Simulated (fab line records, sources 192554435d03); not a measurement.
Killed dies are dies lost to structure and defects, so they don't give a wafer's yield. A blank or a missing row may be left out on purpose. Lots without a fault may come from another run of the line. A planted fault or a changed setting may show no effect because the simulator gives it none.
A struck lot beside a sound one | flow n5_finfet | 15 steps out of a route of 1938
Sound: wafers L919.2, L919.5, L919.6. Struck: wafers L923.1, L923.2, L923.3. The cause comes at the end.
At each step with rows: each side's tool, then ch and its chambers, then its first start. Under that, the readings that differ: sound wafers | struck wafers | difference of the means | sigmas: that difference in standard deviations of wafers without a fault.
alike: readings whose means differ by less than 2 such deviations, and words and numbers that are the same on both sides. not compared: withheld readings, readings that some wafer has no value for, bounds like >300 that may hide the same value, and numbers for which the record gives no deviation and whose values overlap.
The two part at a step that has a row with sigmas, a row that says differs or no value, or rows on one side only. Numbers that don't overlap but have no deviation are shown without sigmas and don't part them. A reading that every wafer of one side lacks parts them only if that side has two wafers or more.

N5_BEOL_M8_CD_MEAS_35: target cd 40 nm.
  sound on cd_sem-02, day 11 20:37; struck on cd_sem-03, day 13 18:22
  alike: cd_nm
N5_BEOL_M8_CURE_75: cures SiCOH lowk, time 120 s.
  sound on uv_cure-02 ch 1, day 11 20:43; struck on uv_cure-03 ch 0, day 13 18:25
  reading          | sound             | struck            | difference | sigmas
  wafer_temp_C_max | 372.8 373.6 373.2 | 371.0 370.7 370.6 | -2.4       | -4
  alike: lamp_power_pct
then, 3 steps without rows for these wafers: N5_BEOL_M8_DEGAS_44 (time 60 s); N5_BEOL_M8_PRE_CLEAN_45 (time 30 s); N5_BEOL_M8_ALD_77 (deposits TaN, target thk 2 nm, pulse time 2 s, purge time 3 s).
N5_BEOL_M8_SURFACE_TREAT_79:
  sound on pvd_sputter-02, day 11 22:25; struck on pvd_sputter-01, day 13 20:25
  not compared: throttle_valve_pct
then, 3 steps without rows for these wafers: N5_BEOL_M8_CVD_78 (deposits Co from CCTBA/H2, target thk 2 nm, time 142.3 s); N5_BEOL_M8_SPUTTER_48 (material Cu, target thk 10 nm, time 1.667 s); N5_BEOL_M8_ECD_50 (material Cu, target thk 300 nm).
N5_BEOL_M8_ANNEAL_51: time 90 s.
  sound on rtp_anneal-02 ch 0, day 11 23:01; struck on rtp_anneal-02 ch 0, day 13 21:18
  alike: anneal_temp_c, wafer_temp_C_max
N5_BEOL_M8_CMP_52: polishes, stops on SiCOH lowk, t overpolish 6.9 s, target thk 80 nm.
  sound on cmp-02 ch 0,1, day 11 23:16; struck on cmp-03 ch 1,2,3, day 13 21:37
  reading                      | sound          | struck         | difference | sigmas
  barrier_field_endpoint_s (s) | 28.6 29.8 29.9 | 27.2 28.0 27.9 | -1.7       | -3
  alike: motor_current_A, overpolish_run_s, time_to_endpoint_s
N5_BEOL_M8_THK_MEAS_53: measures by xrf.
  sound on film_metro-01, day 11 23:33; struck on film_metro-01, day 13 21:55
  alike: M8_THK
N5_BEOL_M8_PRE_CLEAN_55: time 15 s.
  sound on pecvd-02 ch 0,1,2, day 11 23:36; struck on pecvd-03 ch 0,1,2, day 13 21:56
  reading            | sound             | struck            | difference | sigmas
  rf_fwd_power_W (W) | 295.4 295.0 293.6 | 261.6 263.1 263.2 | -32.0      | -18
  not compared: since_wet_clean_h
N5_BEOL_M8_DEP_56: deposits SiCN from 3MS/NH3, target thk 10 nm, time 17.5 s.
  sound on pecvd-02 ch 0,1,2, day 11 23:37; struck on pecvd-03 ch 0,1,2, day 13 21:58
  alike: showerhead_plenum_p_Torr, throttle_valve_pct
  not compared: since_wet_clean_h
N5_PASSIVATION_PROBE_49:
  the record has rows for the sound wafers here (prober-01, day 14 20:22) and none for the struck ones

WHERE THEY PART
First at N5_BEOL_M8_CURE_75; last, within this record, at N5_PASSIVATION_PROBE_49.

WHY: what the simulator had put in
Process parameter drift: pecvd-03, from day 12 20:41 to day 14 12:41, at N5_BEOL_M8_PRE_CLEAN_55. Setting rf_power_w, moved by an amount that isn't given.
